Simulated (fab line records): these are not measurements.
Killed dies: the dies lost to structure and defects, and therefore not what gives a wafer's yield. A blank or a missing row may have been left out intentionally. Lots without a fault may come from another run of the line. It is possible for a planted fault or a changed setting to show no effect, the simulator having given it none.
Which of the tools did it? ; flow n5 finfet ; 24 lots with 72 wafers sampled at 5 steps, on a route of 1938 steps

WHAT EACH GAUGE READ, for each wafer
N5_BEOL_M13_RS_MEAS_54: uses a four-point probe to measure. Usual: M13_RS 0.0449 ohm/sq, standard deviation 0.0007.
lot;measured;on;M13_RS (ohm/sq);flag
L074;day 10 13:01;film metro-02;0.0454 0.0447 0.0443;
L075;day 11 07:33;film metro-02;0.0456 0.0438 0.0449;
L077;day 11 09:16;film metro-02;0.0453 0.0452 0.0454;
L078;day 11 09:45;film metro-01;0.0440 0.0444 0.0443;
L076;day 11 10:10;film metro-02;0.0442 0.0456 0.0456;
L079;day 12 02:02;film metro-01;0.0447 0.0449 0.0444;
L080;day 12 11:48;film metro-01;0.0447 0.0451 0.0443;
L082;day 12 12:58;film metro-01;0.0453 0.0449 0.0443;
L081;day 12 18:42;film metro-01;0.0442 0.0451 0.0452;
L083;day 12 22:48;film metro-01;0.0447 0.0465 0.0459;
L085;day 13 15:00;film metro-02;0.0443 0.0460 0.0463;
L084;day 13 17:53;film metro-02;0.0457 0.0454 0.0442;
L087;day 13 23:08;film metro-02;0.0448 0.0451 0.0442;
L086;day 14 11:22;film metro-01;0.0441 0.0448 0.0456;
L089;day 14 11:35;film metro-01;0.0460 0.0439 0.0456;
L090;day 14 12:53;film metro-02;0.0459 0.0448 0.0449;
L088;day 14 13:13;film metro-01;0.0449 0.0452 0.0455;
L091;day 15 05:06;film metro-01;0.0453 0.0444 0.0441;
L092;day 15 08:34;film metro-02;0.0450 0.0441 0.0440;
L094;day 15 16:35;film metro-02;0.0444 0.0451 0.0452;
L093;day 15 22:08;film metro-01;0.0451 0.0450 0.0454;
L095;day 16 02:19;film metro-02;0.0443 0.0456 0.0454;
L096;day 16 03:24;film metro-01;0.0450 0.0441 0.0444;
L097;day 16 23:02;film metro-01;0.0441 0.0458 0.0445;

N5_BEOL_M14_INSPECT_30: inspects for defects (macro). Usual: raw defect count reads 2.0 (standard deviation 1.4).
lot;measured;on;raw defect count;flag
L074;day 10 15:07;defect inspect-02;3 0 5;
L075;day 11 09:08;defect inspect-01;5 2 1;
L077;day 11 10:43;defect inspect-01;1 3 1;
L078;day 11 11:20;defect inspect-02;1 1 3;
L076;day 11 11:53;defect inspect-01;2 2 1;
L079;day 12 03:30;defect inspect-02;4 4 2;
L080;day 12 14:40;defect inspect-01;0 0 2;
L082;day 12 14:50;defect inspect-01;3 1 1;
L081;day 12 20:17;defect inspect-02;3 3 5;
L083;day 13 00:31;defect inspect-01;3 3 0;
L085;day 13 16:40;defect inspect-01;2 1 2;
L084;day 13 20:07;defect inspect-01;2 2 1;
L087;day 14 00:51;defect inspect-02;3 3 0;
L086;day 14 12:58;defect inspect-01;1 3 4;
L089;day 14 13:11;defect inspect-02;2 3 1;
L090;day 14 15:07;defect inspect-01;0 2 3;
L088;day 14 15:28;defect inspect-02;6 3 0;
L091;day 15 06:34;defect inspect-02;1 4 1;
L092;day 15 10:11;defect inspect-01;3 0 1;
L094;day 15 18:02;defect inspect-02;1 1 2;
L093;day 15 23:43;defect inspect-02;5 1 2;
L095;day 16 03:55;defect inspect-02;4 4 2;
L096;day 16 05:07;defect inspect-01;3 1 3;
L097;day 17 00:40;defect inspect-01;5 0 4;

N5_BEOL_M15_THK_MEAS_01. Usual: M15_ILD_THK 1625 nm, standard deviation 19.
lot;measured;on;M15_ILD_THK (nm);flag
L074;day 10 18:31;film metro-02;1637 1605 1638;
L075;day 11 14:23;film metro-01;1607 1634 1640;
L077;day 11 14:46;film metro-01;1620 1646 1632;
L078;day 11 14:37;film metro-02;1644 1640 1650;
L076;day 11 15:02;film metro-02;1607 1635 1628;
L079;day 12 06:13;film metro-02;1610 1604 1645;
L080;day 12 20:17;film metro-02;1637 1632 1649;
L082;day 12 20:28;film metro-02;1608 1601 1628;
L081;day 13 00:24;film metro-02;1628 1616 1623;
L083;day 13 04:11;film metro-02;1596 1616 1644;
L085;day 13 20:44;film metro-02;1600 1607 1595;
L084;day 13 22:52;film metro-02;1579 1603 1617;
L087;day 14 04:07;film metro-02;1615 1657 1641;
L086;day 14 18:08;film metro-01;1667 1649 1672;
L089;day 14 18:49;film metro-01;1611 1630 1640;
L090;day 14 19:39;film metro-02;1609 1617 1642;
L088;day 14 20:48;film metro-01;1618 1629 1639;
L091;day 15 11:23;film metro-02;1610 1628 1638;
L092;day 15 17:03;film metro-02;1604 1633 1635;
L094;day 15 21:39;film metro-02;1603 1647 1640;
L093;day 16 04:08;film metro-01;1618 1659 1645;
L095;day 16 10:37;film metro-01;1613 1659 1637;
L096;day 16 11:29;film metro-01;1605 1597 1609;
L097;day 17 03:44;film metro-02;1606 1641 1635;

EACH LOT AND THE TOOL THAT RAN IT (in order: tool; ch and the chambers of the sampled wafers; start)
lot;N5_BEOL_M13_ETCH_67;N5_BEOL_M14_SPUTTER_45
L074;rie diel-02 ch 1,3, day 10 10:16;pvd sputter-01, day 10 17:03
L075;rie diel-02 ch 0,1,3, day 11 05:02;pvd sputter-03, day 11 13:02
L077;rie diel-02 ch 0,1,2, day 11 05:41;pvd sputter-03, day 11 13:21
L078;rie diel-03 ch 0,3, day 11 06:07;pvd sputter-01, day 11 13:16
L076;rie diel-03 ch 2,3, day 11 08:03;pvd sputter-03, day 11 13:40
L079;rie diel-02 ch 0,2, day 11 21:26;pvd sputter-02, day 12 04:51
L080;rie diel-02 ch 0,1,2, day 12 08:19;pvd sputter-03, day 12 17:24
L082;rie diel-03 ch 0,1, day 12 10:07;pvd sputter-01, day 12 17:26
L081;rie diel-06 ch 0,1,2, day 12 14:55;pvd sputter-01, day 12 23:03
L083;rie diel-03 ch 1,2,3, day 12 20:08;pvd sputter-03, day 13 02:44
L085;rie diel-03 ch 2,3, day 13 12:33;pvd sputter-01, day 13 18:47
L084;rie diel-06 ch 0,2,3, day 13 13:30;pvd sputter-01, day 13 21:31
L087;rie diel-06 ch 0,1,3, day 13 20:58;pvd sputter-02, day 14 02:45
L086;rie diel-06 ch 0,2,3, day 14 03:53;pvd sputter-02, day 14 16:50
L089;rie diel-02 ch 1,2,3, day 14 04:31;pvd sputter-01, day 14 16:58
L090;rie diel-03 ch 0,1,3, day 14 05:04;pvd sputter-01, day 14 18:03
L088;rie diel-06 ch 1,3, day 14 08:55;pvd sputter-02, day 14 19:28
L091;rie diel-03 ch 0,2,3, day 15 02:59;pvd sputter-01, day 15 09:55
L092;rie diel-03 ch 0,1,3, day 15 05:50;pvd sputter-02, day 15 15:36
L094;rie diel-06 ch 1,2,3, day 15 10:06;pvd sputter-02, day 15 20:17
L093;rie diel-02 ch 0,2, day 15 19:33;pvd sputter-01, day 16 01:52
L095;rie diel-03 ch 0,1,2, day 15 20:05;pvd sputter-03, day 16 08:49
L096;rie diel-06 ch 1,3, day 15 23:25;pvd sputter-01, day 16 09:43
L097;rie diel-03 ch 2,3, day 16 20:19;pvd sputter-02, day 17 02:16
- N5_BEOL_M13_ETCH_67: etches SiARC in CF4, target depth 143 nm, time 238.3 s.
- N5_BEOL_M14_SPUTTER_45: material Cu, target thk 100 nm, time 16.67 s.

WHAT THE TOOLS THEMSELVES READ (means of the sampled wafers that have a number; where no wafer has one, the mark that the record gives instead)
N5_BEOL_M13_ETCH_67. Usual: drypump motor current A 5.9 A, standard deviation 0.44; etch rf on time s 239 s, standard deviation 4.1; oes product au 0.69 a.u., standard deviation 0.062; rf vpp V 184.3 V, standard deviation 1.3; showerhead plenum p Torr 2.16 Torr, standard deviation 0.076; throttle valve pct 15.57 %, standard deviation 0.21.
lot;tool;drypump motor current A (A);etch rf on time s (s);oes product au (a.u.);rf vpp V (V);showerhead plenum p Torr (Torr);throttle valve pct (%);flag
L074;rie diel-02;6.0;238;0.68;185.7;2.24;15.40;
L075;rie diel-02;5.9;237;0.69;185.2;2.25;15.39;
L077;rie diel-02;6.1;242;0.64;184.4;2.17;15.58;
L078;rie diel-03;6.2;238;0.74;183.6;2.10;15.54;
L076;rie diel-03;5.3;241;0.67;182.9;2.07;15.68;
L079;rie diel-02;6.1;239;0.67;183.9;2.18;15.55;
L080;rie diel-02;6.1;241;0.64;184.7;2.17;15.59;
L082;rie diel-03;6.4;237;0.68;183.7;2.13;15.65;
L081;rie diel-06;5.7;239;0.76;184.4;2.15;15.40;
L083;rie diel-03;5.5;239;0.66;183.4;2.12;15.74;
L085;rie diel-03;5.3;243;0.66;183.7;2.07;15.71;
L084;rie diel-06;5.6;237;0.73;184.9;2.17;15.43;
L087;rie diel-06;6.0;239;0.74;184.4;2.17;15.37;
L086;rie diel-06;5.7;236;0.72;183.7;2.17;15.45;
L089;rie diel-02;6.0;240;0.65;184.9;2.17;15.67;
L090;rie diel-03;6.0;239;0.68;185.0;2.13;15.70;
L088;rie diel-06;6.0;240;0.69;185.3;2.22;15.37;
L091;rie diel-03;5.8;240;0.68;182.7;2.08;15.64;
L092;rie diel-03;5.9;236;0.69;183.6;2.13;15.70;
L094;rie diel-06;5.7;237;0.70;185.5;2.19;15.46;
L093;rie diel-02;6.2;240;0.62;183.2;2.10;15.84;
L095;rie diel-03;6.0;243;0.64;183.5;2.11;15.77;
L096;rie diel-06;6.0;237;0.70;184.9;2.19;15.40;
L097;rie diel-03;5.3;236;0.69;183.4;2.08;15.70;

N5_BEOL_M14_SPUTTER_45. Usual: chuck sensor temp C -16.0 C, standard deviation 0.44; throttle valve pct 29.7 %, standard deviation 1.4.
lot;tool;chuck sensor temp C (C);throttle valve pct (%);flag
L074;pvd sputter-01;-15.6;27.8;
L075;pvd sputter-03;-16.2;29.8;
L077;pvd sputter-03;-16.0;30.2;
L078;pvd sputter-01;-15.9;30.3;
L076;pvd sputter-03;-16.1;30.5;
L079;pvd sputter-02;-16.5;29.9;
L080;pvd sputter-03;-15.7;30.9;
L082;pvd sputter-01;-15.7;29.1;
L081;pvd sputter-01;-15.9;27.9;
L083;pvd sputter-03;-16.3;30.4;
L085;pvd sputter-01;-16.2;29.5;
L084;pvd sputter-01;-16.2;28.2;
L087;pvd sputter-02;-16.3;30.7;
L086;pvd sputter-02;-15.9;30.4;
L089;pvd sputter-01;-16.0;29.3;
L090;pvd sputter-01;-15.8;29.1;
L088;pvd sputter-02;-15.6;29.9;
L091;pvd sputter-01;-15.9;27.0;
L092;pvd sputter-02;-15.9;29.8;
L094;pvd sputter-02;-15.8;30.2;
L093;pvd sputter-01;-16.2;27.3;
L095;pvd sputter-03;-16.2;30.5;
L096;pvd sputter-01;-16.5;28.8;
L097;pvd sputter-02;-16.4;30.3;

THE ANSWER, worked out from the rows above alone
Rule: a lot counts as off when the mean over its wafers that have a number is more than 3 standard deviations away from the usual mean. Also off: a lot with no number at a reading for which 4 or more lots have one. Where the step has rows for the other lots, those lots are counted as sound. First the gauges in route order, then the tools' own readings, where a lot's mean is used as printed above. The first step at which some lot is off is used, and at that step the reading that is off furthest; a lot without a number counts as furthest.
None of the lots is off at any reading shown; this tells nothing.

WHAT HAD BEEN PUT IN BY THE SIMULATOR
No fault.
